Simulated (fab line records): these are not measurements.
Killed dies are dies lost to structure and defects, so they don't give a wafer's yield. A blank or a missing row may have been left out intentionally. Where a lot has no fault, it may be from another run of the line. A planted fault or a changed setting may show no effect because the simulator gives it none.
Which tool was responsible? | flow n5-finfet | 11 lots, 31 wafers sampled, at 5 steps of a route of 1938

## WHAT EACH GAUGE READ, for each wafer
The record holds no reading of a measuring or inspecting step that can be judged against a usual standard deviation.

## WHAT TOOL EACH LOT RAN ON (gives the tool, then ch and the chambers of the sampled wafers, and finally the start)
lot  | N5_BEOL_M8_TRENCH_ETCH_37          | N5_BEOL_M15_SPUTTER_45       | N5_PASSIVATION_VIA_ETCH_13         | N5_PASSIVATION_PECVD_35         | N5_PASSIVATION_PROBE_49
L503 | rie-diel-03 ch 1,2, day 9 19:40    | pvd-sputter-01, day 12 07:46 | rie-diel-05 ch 3, day 12 21:20     | pecvd-04 ch 1,2, day 13 00:19   | -
L504 | rie-diel-03 ch 0,1,3, day 10 17:14 | pvd-sputter-01, day 12 13:31 | rie-diel-02 ch 0,1,3, day 12 22:12 | pecvd-02 ch 1,2, day 13 01:10   | -
L506 | rie-diel-03 ch 0,1,3, day 10 17:56 | pvd-sputter-03, day 12 16:28 | rie-diel-06 ch 2,3, day 13 02:44   | pecvd-02 ch 0,1, day 13 05:45   | -
L511 | rie-diel-01 ch 1,2, day 11 10:23   | pvd-sputter-02, day 13 20:26 | rie-diel-02 ch 0,1, day 14 03:27   | pecvd-02 ch 1,2, day 14 06:58   | -
L510 | rie-diel-01 ch 1,2, day 11 18:18   | pvd-sputter-02, day 13 22:30 | rie-diel-05 ch 1,2,3, day 14 07:53 | pecvd-04 ch 1,2, day 14 12:02   | prober-02, day 14 15:50
L512 | rie-diel-01 ch 0,1,3, day 11 18:42 | pvd-sputter-02, day 13 20:46 | rie-diel-05 ch 1,2,3, day 14 05:26 | pecvd-02 ch 0,1,2, day 14 08:14 | prober-01, day 14 11:47
L514 | rie-diel-03 ch 0,1, day 12 21:27   | pvd-sputter-01, day 15 00:44 | rie-diel-06 ch 0,2,3, day 15 09:39 | pecvd-04 ch 0,1,2, day 15 13:34 | -
L518 | rie-diel-03 ch 0, day 13 11:02     | pvd-sputter-02, day 15 11:37 | rie-diel-06 ch 1, day 15 20:52     | pecvd-02 ch 0,2, day 15 23:32   | -
L520 | rie-diel-04 ch 0,1,2, day 13 15:34 | pvd-sputter-01, day 16 06:45 | rie-diel-02 ch 0,1,3, day 16 16:01 | pecvd-04 ch 0,1, day 16 19:56   | -
L521 | rie-diel-03 ch 0,1,2, day 13 21:08 | pvd-sputter-02, day 16 09:11 | rie-diel-05 ch 1,2,3, day 16 20:36 | pecvd-02 ch 2, day 17 01:18     | -
L525 | rie-diel-03 ch 0,2, day 14 23:55   | pvd-sputter-03, day 17 03:49 | rie-diel-02 ch 0,1, day 17 12:23   | pecvd-04 ch 1,2, day 17 15:48   | -
- N5_BEOL_M8_TRENCH_ETCH_37: etches SiCOH lowk in C4F6/O2, target depth 93.478 nm, time 31.2 s.
- N5_BEOL_M15_SPUTTER_45: material Cu, target thk 100 nm, time 16.67 s.
- N5_PASSIVATION_VIA_ETCH_13: etches SiO2 in CHF3/O2, target depth 660 nm, time 330 s.
- N5_PASSIVATION_PECVD_35: deposits SiNx from SiH4/NH3/N2, target thk 700 nm, time 151.3 s.
- N5_PASSIVATION_PROBE_49

## AS READ BY THE TOOLS THEMSELVES (means over the sampled wafers that have a number; for cases with no such wafer, the mark the record gives instead)
N5_BEOL_M8_TRENCH_ETCH_37. Usual: C4F6_flow_sccm 10.005 sccm, standard deviation 0.03; drypump-motor-current-A 5.6 A, standard deviation 0.39; oes-product-au 0.79 a.u., standard deviation 0.092; rf-vpp-V 654 V, standard deviation 15; showerhead-plenum-p-Torr 2.83 Torr, standard deviation 0.076; throttle-valve-pct 20.83 %, standard deviation 0.26.
lot  | tool        | C4F6_flow_sccm (sccm) | drypump-motor-current-A (A) | oes-product-au (a.u.) | rf-vpp-V (V) | showerhead-plenum-p-Torr (Torr) | throttle-valve-pct (%) | flag
L503 | rie-diel-03 | 9.989                 | 5.3                         | 0.90                  | 651          | 2.88                            | 20.56                  |
L504 | rie-diel-03 | 10.031                | 5.6                         | 0.75                  | 641          | 2.84                            | 21.07                  |
L506 | rie-diel-03 | 10.015                | 5.6                         | 0.75                  | 641          | 2.84                            | 21.07                  |
L511 | rie-diel-01 | 10.003                | 5.9                         | 0.86                  | 648          | 2.85                            | 20.76                  |
L510 | rie-diel-01 | 10.026                | 5.8                         | 0.85                  | 648          | 2.85                            | 20.77                  |
L512 | rie-diel-01 | 10.001                | 5.6                         | 0.73                  | 659          | 2.84                            | 20.83                  |
L514 | rie-diel-03 | 9.991                 | 5.5                         | 0.79                  | 632          | 2.87                            | 20.97                  |
L518 | rie-diel-03 | 10.014                | 6.4                         | 0.69                  | 642          | 2.82                            | 21.17                  |
L520 | rie-diel-04 | 10.021                | 5.7                         | 0.85                  | 666          | 2.75                            | 20.67                  |
L521 | rie-diel-03 | 9.981                 | 5.7                         | 0.78                  | 649          | 2.85                            | 20.79                  |
L525 | rie-diel-03 | 9.993                 | 6.2                         | 0.73                  | 654          | 2.82                            | 20.91                  |

N5_BEOL_M15_SPUTTER_45. Usual: 30.5 % for throttle-valve-pct, sd 0.93.
lot  | tool           | throttle-valve-pct (%) | flag
L503 | pvd-sputter-01 | 30.6                   |
L504 | pvd-sputter-01 | 30.0                   |
L506 | pvd-sputter-03 | 30.7                   |
L511 | pvd-sputter-02 | 30.5                   |
L510 | pvd-sputter-02 | 30.4                   |
L512 | pvd-sputter-02 | 30.5                   |
L514 | pvd-sputter-01 | 30.5                   |
L518 | pvd-sputter-02 | 31.0                   |
L520 | pvd-sputter-01 | 30.2                   |
L521 | pvd-sputter-02 | 30.9                   |
L525 | pvd-sputter-03 | 29.9                   |

N5_PASSIVATION_VIA_ETCH_13. Usual: drypump-motor-current-A 5.8 A, standard deviation 0.34; etch-rf-on-time-s 236 s, standard deviation 7.7; oes-product-au 0.71 a.u., standard deviation 0.082; rf-vpp-V 520 V, standard deviation 14; showerhead-plenum-p-Torr 2.41 Torr, standard deviation 0.11; throttle-valve-pct 18.86 %, standard deviation 0.28.
lot  | tool        | drypump-motor-current-A (A) | etch-rf-on-time-s (s) | oes-product-au (a.u.) | rf-vpp-V (V) | showerhead-plenum-p-Torr (Torr) | throttle-valve-pct (%) | flag
L503 | rie-diel-05 | 6.0                         | 248                   | 0.66                  | 552          | 2.51                            | 19.36                  |
L504 | rie-diel-02 | 5.8                         | 227                   | 0.67                  | 510          | 2.33                            | 18.83                  |
L506 | rie-diel-06 | 5.9                         | 240                   | 0.69                  | 518          | 2.46                            | 18.65                  |
L511 | rie-diel-02 | 5.7                         | 234                   | 0.62                  | 504          | 2.29                            | 18.87                  |
L510 | rie-diel-05 | 5.8                         | 241                   | 0.64                  | 525          | 2.34                            | 19.16                  |
L512 | rie-diel-05 | 5.8                         | 234                   | 0.64                  | 526          | 2.34                            | 19.16                  |
L514 | rie-diel-06 | 6.1                         | 239                   | 0.71                  | 514          | 2.42                            | 18.70                  |
L518 | rie-diel-06 | 5.7                         | 230                   | 0.86                  | 529          | 2.56                            | 18.79                  |
L520 | rie-diel-02 | 5.8                         | 229                   | 0.74                  | 513          | 2.41                            | 18.75                  |
L521 | rie-diel-05 | 5.8                         | 241                   | 0.71                  | 527          | 2.43                            | 19.02                  |
L525 | rie-diel-02 | 5.7                         | 228                   | 0.79                  | 510          | 2.48                            | 18.66                  |

N5_PASSIVATION_PECVD_35. Usual: heater-power-w 339 W, standard deviation 66; showerhead-plenum-p-Torr 8.65 Torr, standard deviation 0.11; showerhead-vpp-V 2310 V, standard deviation 61; throttle-valve-pct 29.5 %, standard deviation 1.8.
lot  | tool     | heater-power-w (W) | showerhead-plenum-p-Torr (Torr) | showerhead-vpp-V (V) | throttle-valve-pct (%) | flag
L503 | pecvd-04 | 330                | 8.71                            | 2308                 | 28.6                   |
L504 | pecvd-02 | 330                | 8.55                            | 2344                 | 28.2                   |
L506 | pecvd-02 | 396                | 8.67                            | 2288                 | 29.6                   |
L511 | pecvd-02 | 373                | 8.54                            | 2359                 | 28.3                   |
L510 | pecvd-04 | 352                | 8.76                            | 2314                 | 28.6                   |
L512 | pecvd-02 | 305                | 8.60                            | 2256                 | 29.4                   |
L514 | pecvd-04 | 331                | 8.66                            | 2316                 | 30.2                   |
L518 | pecvd-02 | 326                | 8.59                            | 2294                 | 29.6                   |
L520 | pecvd-04 | 342                | 8.67                            | 2276                 | 31.6                   |
L521 | pecvd-02 | 377                | 8.48                            | 2368                 | 28.1                   |
L525 | pecvd-04 | 357                | 8.74                            | 2364                 | 28.9                   |

N5_PASSIVATION_PROBE_49. Usual: defect-limited-yield 91.1 %, standard deviation 1.4; killed_at_M0_to_M3 36, standard deviation 9.9; killed_at_M4_up 13, standard deviation 5.8; killed-at-contacts 14, standard deviation 5.9; killed-at-front-end 39, standard deviation 11; killed-at-other 3.4, standard deviation 2.9; killed-dies 105, standard deviation 17; killed-open 70, standard deviation 13; killed-short 34, standard deviation 7.3; sort_bin_4_leakage 0.00 %, standard deviation 0.0072; sort_bin_5_function 5.3 %, standard deviation 1; sort_bin_6_memory 3.3 %, standard deviation 0.62; sort-n-pass 1075, standard deviation 17; sort-yield-pct 91.1 %, standard deviation 1.4.
lot  | tool      | defect-limited-yield (%) | killed_at_M0_to_M3 | killed_at_M4_up | killed-at-contacts | killed-at-front-end | killed-at-other | killed-dies | killed-open | killed-short | sort_bin_4_leakage (%) | sort_bin_5_function (%) | sort_bin_6_memory (%) | sort-n-pass | sort-yield-pct (%) | flag
L510 | prober-02 | 84.5                     | 36                 | 105             | 11                 | 26                  | 3.7             | 182         | 63          | 24           | 0.00                   | 10.0                    | 3.3                   | 998         | 84.5               | OFF
L512 | prober-01 | 83.8                     | 38                 | 114             | 5                  | 30                  | 4.0             | 192         | 60          | 25           | 0.00                   | 10.3                    | 3.9                   | 988         | 83.8               | OFF

## THE ANSWER, worked out from the rows above alone
Rule: lot off if the mean of its wafers having a number is beyond 3 standard deviations from the usual mean. A lot without any number at a reading at which 4 lots or more have one is off too. Where the step has rows for the other lots, those lots are counted as sound. First the gauges in route order, then the tools' own readings, where a lot's mean is used as printed above. At the first step where some lot is off, the reading lying furthest off is the one used; lots without a number count as furthest.
Off at N5_PASSIVATION_PROBE_49 (killed_at_M4_up): L510, L512. Neither off nor sound, because the step has no rows for them: L503, L504, L506, L511, L514, L518, L520, L521, L525.
If a tool, at that step or one of the process steps before it, ran each lot that is off and ran no sound lot following the first of them, it fits. Can't be told from this: 3 tools fit, rie-diel-01 at N5_BEOL_M8_TRENCH_ETCH_37, pvd-sputter-02 at N5_BEOL_M15_SPUTTER_45, rie-diel-05 at N5_PASSIVATION_VIA_ETCH_13.

## WHAT THE SIMULATOR HAD INSERTED
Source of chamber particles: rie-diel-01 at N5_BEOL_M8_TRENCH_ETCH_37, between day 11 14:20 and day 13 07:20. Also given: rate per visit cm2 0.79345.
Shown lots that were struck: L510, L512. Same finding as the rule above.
